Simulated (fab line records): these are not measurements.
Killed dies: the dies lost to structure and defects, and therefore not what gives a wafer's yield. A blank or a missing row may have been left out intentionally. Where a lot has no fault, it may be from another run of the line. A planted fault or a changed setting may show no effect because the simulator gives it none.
Lot-split experiment ; flow n5 finfet ; on a route of 1938 steps: 7 lots, 21 wafers read

## ABOUT THE SPLIT
At N5_MIM_BOT_ETCH_ETCH_03 (etches the open film in Cl2/BCl3, target depth 12 nm), the setting bias w was moved away from the recipe's 100 W on 10 of the 21 wafers read, by -17.0% to +13.1%. All remaining wafers had this setting at the recipe value.

The split's own step is where the reading is taken.

## THE READING
etch.depth nm (the simulator's own value, which no gauge read), in nm, at N5_MIM_BOT_ETCH_ETCH_03 (etches the open film in Cl2/BCl3, target depth 12 nm). The file does not state a usual value for it. Across the 11 wafers here that went through the recipe, the average is 11.97 nm and the standard deviation 0.17 nm.

wafer;tool, chamber at the split;bias w as run, W;against the recipe;etch.depth nm, nm;against lot-mates on the recipe
L074.2;rie metal-03, 1;100;recipe;11.84;-
L074.4;rie metal-03, 1;112.9;+12.9%;12.51;+0.67
L074.5;rie metal-03, 0;112.9;+12.9%;12.47;+0.63
L079.1;rie metal-03, 0;87.17;-12.8%;11.34;-0.54
L079.2;rie metal-03, 1;100;recipe;11.86;-
L079.5;rie metal-03, 1;100;recipe;11.89;-
L084.4;rie metal-01, 1;100;recipe;12.01;-
L084.5;rie metal-01, 0;88.61;-11.4%;11.31;-0.70
L084.6;rie metal-01, 1;88.61;-11.4%;11.4;-0.61
L086.4;rie metal-02, 0;100;recipe;12.36;-
L086.5;rie metal-02, 0;100;recipe;12.26;-
L086.6;rie metal-02, 1;83;-17.0%;11.22;-1.09
L093.1;rie metal-03, 1;100;recipe;11.83;-
L093.4;rie metal-03, 0;100;recipe;12.02;-
L093.5;rie metal-03, 0;100;recipe;11.98;-
L089.3;rie metal-03, 0;100;recipe;11.82;-
L089.4;rie metal-03, 1;113.1;+13.1%;12.37;+0.55
L089.6;rie metal-03, 1;113.1;+13.1%;12.35;+0.53
L096.1;rie metal-01, 1;104.9;+4.9%;12.14;+0.30
L096.2;rie metal-01, 1;100;recipe;11.84;-
L096.6;rie metal-01, 1;104.9;+4.9%;12.06;+0.22

FIT RESULTS
A straight line over all 21 wafers: etch.depth nm changes by +0.0418 nm for each +1% of bias w; r = +0.93; the points scatter about the line by 0.15 nm.
The same after taking each lot's own level away (the mean of its wafers on the recipe; 21 wafers): +0.0515 nm for each +1%; r = +0.98; scatter 0.083 nm.
According to that fit, moving bias w by its largest amount changes the reading by 0.88 nm.
From 11.820 to 12.310 nm: that is the span of the lots' own levels, equal to 2.8 times the standard deviation above.
So the lot-to-lot level changes the slope: the two fits differ.
Check: for one of the wafers moved furthest among these (-17.0%), held out of the fit, the line's prediction against its lot-mates is -0.833 nm. It came out at -1.09 nm against them.

## ADDITIONAL SPLITS CARRIED BY THESE WAFERS
These wafers also went through other splits before the reading. Each is held against what the fit with the lots' levels taken away leaves over:
other split on the same wafers;wafers away from the commonest value;r with etch.depth nm (lot level and that fit taken away)
N5_BEOL_M14_PEB_08 peb temp c;5;-0.37
N5_BEOL_M14_TRENCH_ETCH_34 time s;7;-0.01
N5_BEOL_M15_TRENCH_ETCH_34 time s;5;+0.02
N5_BEOL_M15_SPUTTER_45 power w;8;-0.01

## THE FILE'S OWN FIT
etch.depth nm changes by +0.0525 nm for each +1% of bias w, r = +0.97.
